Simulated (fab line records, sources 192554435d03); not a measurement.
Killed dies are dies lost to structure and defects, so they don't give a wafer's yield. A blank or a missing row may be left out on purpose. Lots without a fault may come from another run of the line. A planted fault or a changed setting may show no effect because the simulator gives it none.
Chamber matching | flow n5_finfet | N5_MOL_CONTACT_COAG_ETCH_66 on rie_diel-03: 4 sister chambers
The step etches SiARC in CF4, target depth 13 nm, time 21.7 s. 14 wafers are shown with their chamber, then 7 later ones without.

WAFERS WITH THEIR CHAMBER
wafer  | chamber | showerhead_plenum_p_Torr (Torr) | throttle_valve_pct (%) | etch_rf_on_time_s (s)
L076.1 | 1       | 2.10                            | 15.44                  | 22.1
L076.4 | 0       | 2.01                            | 15.69                  | 23.3
L076.6 | 2       | 2.17                            | 15.73                  | 22.4
L078.1 | 0       | 2.01                            | 15.71                  | 23.2
L078.3 | 3       | 2.19                            | 15.44                  | 22.1
L078.4 | 1       | 2.10                            | 15.45                  | 22.0
L082.1 | 0       | 2.01                            | 15.73                  | 23.3
L082.5 | 2       | 2.17                            | 15.76                  | 22.6
L082.6 | 3       | 2.19                            | 15.46                  | 21.8
L090.1 | 1       | 2.09                            | 14.96                  | 20.8
L090.5 | 1       | 2.09                            | 14.96                  | 20.7
L090.6 | 2       | 2.17                            | 15.79                  | 22.7
L093.2 | 2       | 2.16                            | 15.83                  | 22.9
L093.4 | 2       | 2.16                            | 15.82                  | 22.7

SIGNATURES (means of the wafers above)
reading                  | chamber 0 | chamber 1 | chamber 2 | chamber 3 | scatter within a chamber
showerhead_plenum_p_Torr | 2.0100    | 2.0950    | 2.1660    | 2.1900    | 0.00469
throttle_valve_pct       | 15.7100   | 15.2025   | 15.7860   | 15.4500   | 0.156
etch_rf_on_time_s        | 23.267    | 21.400    | 22.660    | 21.950    | 0.434
Rule: a wafer's distance from a chamber is the root of the sum, over the readings, of the square of ((its reading less the chamber's mean) divided by the reading's scatter). The wafer belongs to the nearest chamber; if the next one is less than 2 further off, it can't be placed. The scatter: the root of (the sum of the squares of (reading less its chamber's mean) over the shown wafers, divided by (wafers less chambers)).

WAFERS WITHOUT THEIR CHAMBER
wafer  | showerhead_plenum_p_Torr (Torr) | throttle_valve_pct (%) | etch_rf_on_time_s (s)
L093.5 | 2.16                            | 15.80                  | 22.7
L095.3 | 2.16                            | 15.83                  | 23.0
L095.4 | 2.25                            | 15.24                  | 22.4
L095.6 | 2.16                            | 15.82                  | 23.1
L096.1 | 2.16                            | 15.84                  | 23.0
L096.5 | 2.17                            | 15.52                  | 22.0
L096.6 | 2.25                            | 15.25                  | 22.3

WHICH CHAMBER EACH WENT THROUGH
wafer  | from the rows above     | in truth
L093.5 | 2                       | 2
L095.3 | 2                       | 2
L095.4 | 3                       | 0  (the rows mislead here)
L095.6 | 2                       | 2
L096.1 | 2                       | 2
L096.5 | can't be placed: 2 or 3 | 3
L096.6 | 3                       | 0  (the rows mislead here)
Placed correctly: 4 of 7. Can't be placed from these rows: 1 (the true chamber is among the candidates in 1). Placed wrongly: 2.
